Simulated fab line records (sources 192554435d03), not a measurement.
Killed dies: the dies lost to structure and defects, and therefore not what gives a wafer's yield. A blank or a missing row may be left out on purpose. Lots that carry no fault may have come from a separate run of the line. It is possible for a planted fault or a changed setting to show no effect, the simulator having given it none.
Split-lot trial + flow n5-finfet + route with 1938 steps; 7 lots, 21 wafers read

## THE SPLIT ITSELF
At N5_BEOL_M5_COAT_05 (resist thk 30 nm), the setting spin-rpm was moved away from the recipe's 1500 rpm on 10 of the 21 wafers read, by -9.5% to +7.8%. All remaining wafers had this setting at the recipe value.

## FROM THE SPLIT TO THE READING: what the file shows between them, 2 steps
- N5_BEOL_M5_EBR_07
- N5_BEOL_M5_SOFTBAKE_06: time 60 s

## THE READING
CAR-EUV_of_BEOL_M5_COAT_05.thk-nm (the simulator's own value, which no gauge read), in nm, at N5_BEOL_M5_DESCUM_16 (chemistry O2, time 7 s). There is no usual value for it anywhere in the file. The 11 wafers here that ran the recipe average 26.1 nm, standard deviation 0.15 nm.

| wafer  | tool, chamber at the split | spin-rpm as run, rpm | against the recipe | CAR-EUV_of_BEOL_M5_COAT_05.thk-nm, nm | against lot-mates on the recipe |
|--------|----------------------------|----------------------|--------------------|---------------------------------------|---------------------------------|
| L078.1 | litho-track-04, 0          | 1500                 | recipe             | 26.2                                  | -                               |
| L078.4 | litho-track-04, 0          | 1500                 | recipe             | 26                                    | -                               |
| L078.5 | litho-track-04, 0          | 1372                 | -8.5%              | 27.6                                  | +1.5                            |
| L081.4 | litho-track-01, 0          | 1358                 | -9.5%              | 27.8                                  | +1.6                            |
| L081.5 | litho-track-01, 0          | 1500                 | recipe             | 26.2                                  | -                               |
| L081.6 | litho-track-01, 0          | 1500                 | recipe             | 26.2                                  | -                               |
| L082.1 | litho-track-04, 0          | 1500                 | recipe             | 25.8                                  | -                               |
| L082.6 | litho-track-04, 0          | 1500                 | recipe             | 25.8                                  | -                               |
| L082.2 | litho-track-04, 0          | 1500                 | recipe             | 26                                    | -                               |
| L085.2 | litho-track-03, 0          | 1394                 | -7.1%              | 27.2                                  | +1.2                            |
| L085.5 | litho-track-03, 0          | 1394                 | -7.1%              | 27.2                                  | +1.2                            |
| L085.6 | litho-track-03, 0          | 1500                 | recipe             | 26                                    | -                               |
| L090.1 | litho-track-01, 0          | 1379                 | -8.1%              | 27.4                                  | +1.3                            |
| L090.3 | litho-track-01, 0          | 1500                 | recipe             | 26.2                                  | -                               |
| L090.5 | litho-track-01, 0          | 1500                 | recipe             | 26                                    | -                               |
| L091.3 | litho-track-01, 0          | 1429                 | -4.7%              | 26.8                                  | +0.6                            |
| L091.6 | litho-track-01, 0          | 1429                 | -4.7%              | 26.8                                  | +0.6                            |
| L091.4 | litho-track-01, 0          | 1500                 | recipe             | 26.2                                  | -                               |
| L094.1 | litho-track-03, 0          | 1617                 | +7.8%              | 25                                    | no lot-mate on the recipe       |
| L094.2 | litho-track-03, 0          | 1617                 | +7.8%              | 25.2                                  | no lot-mate on the recipe       |
| L094.4 | litho-track-03, 0          | 1617                 | +7.8%              | 25.2                                  | no lot-mate on the recipe       |

FIT RESULTS
A straight line over all 21 wafers: CAR-EUV_of_BEOL_M5_COAT_05.thk-nm changes by -0.15 nm for each +1% of spin-rpm; r = -0.98; the points scatter about the line by 0.17 nm.
The same after taking each lot's own level away (the mean of its wafers on the recipe; 18 wafers): -0.166 nm for each +1%; r = -0.99; scatter 0.095 nm.
According to that fit, moving spin-rpm by its largest amount changes the reading by 1.6 nm.
Measured against the standard deviation above, the lots' own levels, which go from 25.87 to 26.20 nm, span 2.2 times it.
So the lot-to-lot level changes the slope little: the two slopes agree.
Check: +1.54 nm against its lot-mates is what the line predicts for one of the wafers moved furthest among these (-9.5%) when that wafer is left out of the fit. It came out at +1.6 nm against them.

## ADDITIONAL SPLITS CARRIED BY THESE WAFERS
Note: prior to the reading, these wafers also went through further splits. Each is held against what the fit with the lots' levels taken away leaves over:
| other split on the same wafers | wafers away from the commonest value | r with CAR-EUV_of_BEOL_M5_COAT_05.thk-nm (lot level and that fit taken away) |
|--------------------------------|--------------------------------------|------------------------------------------------------------------------------|
| N5_BEOL_M4_COAT_67 spin-rpm    | 6                                    | -0.36                                                                        |
| N5_BEOL_M5_ILD_DEP_00 temp-c   | 8                                    | +0.12                                                                        |

## THE WHOLE CHAIN: every reading that the file lists as answering this split, in the file's order
| step                 | what it does           | reading                                                                            | change (the file's fit)               | r (the file's) |
|----------------------|------------------------|------------------------------------------------------------------------------------|---------------------------------------|----------------|
| N5_BEOL_M5_COAT_05   | resist thk 30 nm       | CAR-EUV_of_BEOL_M5_COAT_05.thk-nm (the simulator's own value, which no gauge read) | -0.161 nm for each +1% of the setting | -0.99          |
| N5_BEOL_M5_DESCUM_16 | chemistry O2, time 7 s | CAR-EUV_of_BEOL_M5_COAT_05.thk-nm (the simulator's own value, which no gauge read) | -0.166 nm for each +1% of the setting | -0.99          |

## THE FILE'S OWN FIT
CAR-EUV_of_BEOL_M5_COAT_05.thk-nm changes by -0.166 nm for each +1% of spin-rpm, r = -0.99.
